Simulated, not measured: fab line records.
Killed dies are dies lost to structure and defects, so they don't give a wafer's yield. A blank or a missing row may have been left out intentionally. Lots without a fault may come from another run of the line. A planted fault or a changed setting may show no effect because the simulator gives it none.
A lot that was struck, set against a sound lot / flow nandHarc / 14 steps out of a route of 1159
Sound: wafers L511.4, L511.5, L511.6. Struck: wafer L514.3. (L514.5 of the same lot was not struck and is left out.) The cause comes at the end.
At each step with rows: each side's tool, then ch and its chambers, then its first start. Under that, the readings that differ: sound wafers / struck wafers / difference of the means / sigmas: that difference in standard deviations of wafers without a fault.
alike: a reading whose means differ by less than 2 such deviations, as well as words and numbers matching on both sides. not compared: withheld readings; readings where some wafer has no value; bounds like >300 that might hide an equal value; numbers whose values overlap and for which the record gives no deviation.
The two part at a step that has a row with sigmas, a row that says differs or no value, or rows on one side only. When numbers do not overlap yet have no deviation, they are printed without sigmas and do not part them. Lack of a reading on every wafer of one side parts them only where that side has two or more wafers.

first, 9 steps without rows for these wafers: NHARC_A_STAIRCASE_DEHYDRATE_01 (time 120 s); NHARC_A_STAIRCASE_HMDS_02 (time 30 s); NHARC_A_STAIRCASE_COAT_03; NHARC_A_STAIRCASE_SOFTBAKE_04 (time 170 s); NHARC_A_STAIRCASE_EBR_05; NHARC_A_STAIRCASE_EXPOSE_06 (exposes mask STAIR); NHARC_A_STAIRCASE_PEB_07 (peb time 130 s); NHARC_A_STAIRCASE_DEVELOP_08 (time 140 s); NHARC_A_STAIRCASE_HARDBAKE_10 (time 140 s).
NHARC_A_STAIRCASE_DESCUM_11: chemistry O2, time 3 s.
  sound on rieDiel-02 ch 0,1, day 14 00:05; struck on rieDiel-13 ch 2, day 14 22:40
reading=showerheadPlenumPTorr (Torr); sound=1.79 1.79 1.94; struck=2.07; difference=+0.23; sigmas=+3
  alike: drypumpMotorCurrentA, oesProductAu, rfVppV, throttleValvePct
  not compared: rfHoursCounterH
NHARC_A_STAIRCASE_TRIM_12: chemistry O2, time 211.2 s.
  sound on rieDiel-02 ch 0,2,3, day 14 00:11; struck on rieDiel-13 ch 2, day 14 22:47
reading=oesProductAu (a.u.); sound=1.003 0.993 0.990; struck=1.014; difference=+0.019; sigmas=+2
  alike: drypumpMotorCurrentA, rfVppV, showerheadPlenumPTorr, throttleValvePct
  not compared: rfHoursCounterH
NHARC_A_STAIRCASE_ETCH_13: etches the open film in C4F8/O2, target depth 100 nm, time 40.5 s.
  sound on rieDiel-02 ch 0,1, day 14 00:19; struck on rieDiel-13 ch 1, day 14 23:01
reading=oesProductAu (a.u.); sound=0.917 0.922 0.922; struck=1.091; difference=+0.171; sigmas=+13
  alike: rfVppV
  not compared: rfHoursCounterH
NHARC_A_STAIRCASE_TRIM_14: chemistry O2, time 211.2 s.
  sound on rieDiel-02 ch 1,2; struck on rieDiel-13 ch 1
  alike: drypumpMotorCurrentA, oesProductAu, rfVppV, showerheadPlenumPTorr, throttleValvePct
  not compared: rfHoursCounterH
-- record jumps: 9 days between struck wafers' starts before vs after; left off in module A_STAIRCASE, resumes in module END, first step shown is number 1159 of the route --
NHARC_END_SORT_01:
  sound on prober-01 ch 0, day 22 10:37; struck on prober-01 ch 0, day 23 14:05
reading=killedAtArray; sound=27 24 38; struck=615; difference=+585; sigmas=+68
reading=killedDies; sound=30 26 45; struck=618; difference=+584; sigmas=+66
  alike: killedAtOther, killedAtPeriphery, killedOpen, killedShort

== WHERE THEY PART ==
Last at NHARC_END_SORT_01 as far as this record goes, first at NHARC_A_STAIRCASE_DESCUM_11.

WHY: whatever the simulator had introduced
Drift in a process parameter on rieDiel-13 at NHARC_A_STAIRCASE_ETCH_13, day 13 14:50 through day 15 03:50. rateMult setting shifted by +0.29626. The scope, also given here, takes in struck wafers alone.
